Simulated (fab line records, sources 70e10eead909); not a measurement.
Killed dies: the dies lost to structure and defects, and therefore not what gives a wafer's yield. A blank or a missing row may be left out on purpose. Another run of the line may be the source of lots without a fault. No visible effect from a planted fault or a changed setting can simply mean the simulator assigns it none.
Chamber matching | flow nandHarc | NHARC_P_M2_DESCUM_14 on rieDiel-06 has 4 sister chambers
The step chemistry O2, time 3 s. 14 wafers are shown with their chamber, then 7 later ones without.

== WAFERS, EACH WITH ITS CHAMBER ==
wafer  | chamber | drypumpMotorCurrentA (A) | oesProductAu (a.u.) | rfVppV (V)
L144.1 | 1       | 6.2                      | 1.012               | 57.2
L144.2 | 0       | 5.8                      | 1.013               | 59.1
L144.5 | 3       | 5.4                      | 1.006               | 57.7
L145.1 | 1       | 6.2                      | 1.012               | 57.2
L145.3 | 3       | 5.4                      | 0.998               | 56.5
L145.6 | 3       | 5.4                      | 1.000               | 58.5
L147.2 | 2       | 5.7                      | 0.997               | 57.1
L147.3 | 1       | 6.2                      | 1.026               | 58.4
L147.5 | 1       | 6.2                      | 1.017               | 57.9
L149.3 | 3       | 5.4                      | 0.992               | 56.4
L149.4 | 0       | 5.8                      | 1.008               | 58.3
L149.5 | 0       | 5.9                      | 1.006               | 57.7
L150.1 | 0       | 5.8                      | 1.014               | 58.7
L150.4 | 3       | 5.4                      | 0.997               | 57.4

SIGNATURES (averages over the wafers above)
reading              | chamber 0 | chamber 1 | chamber 2 | chamber 3 | scatter within a chamber
drypumpMotorCurrentA | 5.825     | 6.200     | 5.700     | 5.400     | 0.0274
oesProductAu         | 1.01025   | 1.01675   | 0.99700   | 0.99860   | 0.00528
rfVppV               | 58.450    | 57.675    | 57.100    | 57.300    | 0.718
Rule: for each reading, subtract the chamber's mean from the wafer's reading, divide by that reading's scatter and square the result; add these up over the readings and take the root, which gives the wafer's distance from the chamber. If the next closest chamber is less than 2 further off than the closest, the wafer can't be placed; otherwise it belongs to the closest. The scatter is the square root of a quotient: the sum, over the shown wafers, of each reading's squared deviation from its chamber's mean, divided by wafers minus chambers.

== WAFERS WITH NO CHAMBER GIVEN ==
wafer  | drypumpMotorCurrentA (A) | oesProductAu (a.u.) | rfVppV (V)
L150.6 | 5.4                      | 1.009               | 58.5
L152.2 | 5.9                      | 1.014               | 56.5
L152.4 | 5.4                      | 1.015               | 57.3
L152.6 | 5.8                      | 1.013               | 58.9
L156.3 | 5.9                      | 1.017               | 57.3
L156.4 | 5.6                      | 0.996               | 59.4
L156.6 | 5.6                      | 0.988               | 57.5

== THE CHAMBER EACH PASSED THROUGH ==
wafer  | from the rows above | in truth
L150.6 | 3                   | 3
L152.2 | 0                   | 0
L152.4 | 3                   | 3
L152.6 | 0                   | 0
L156.3 | 0                   | 0
L156.4 | 2                   | 2
L156.6 | 2                   | 2
Correct placement for 7 of the 7. Not placeable from these rows: 0. 0 placed wrongly.
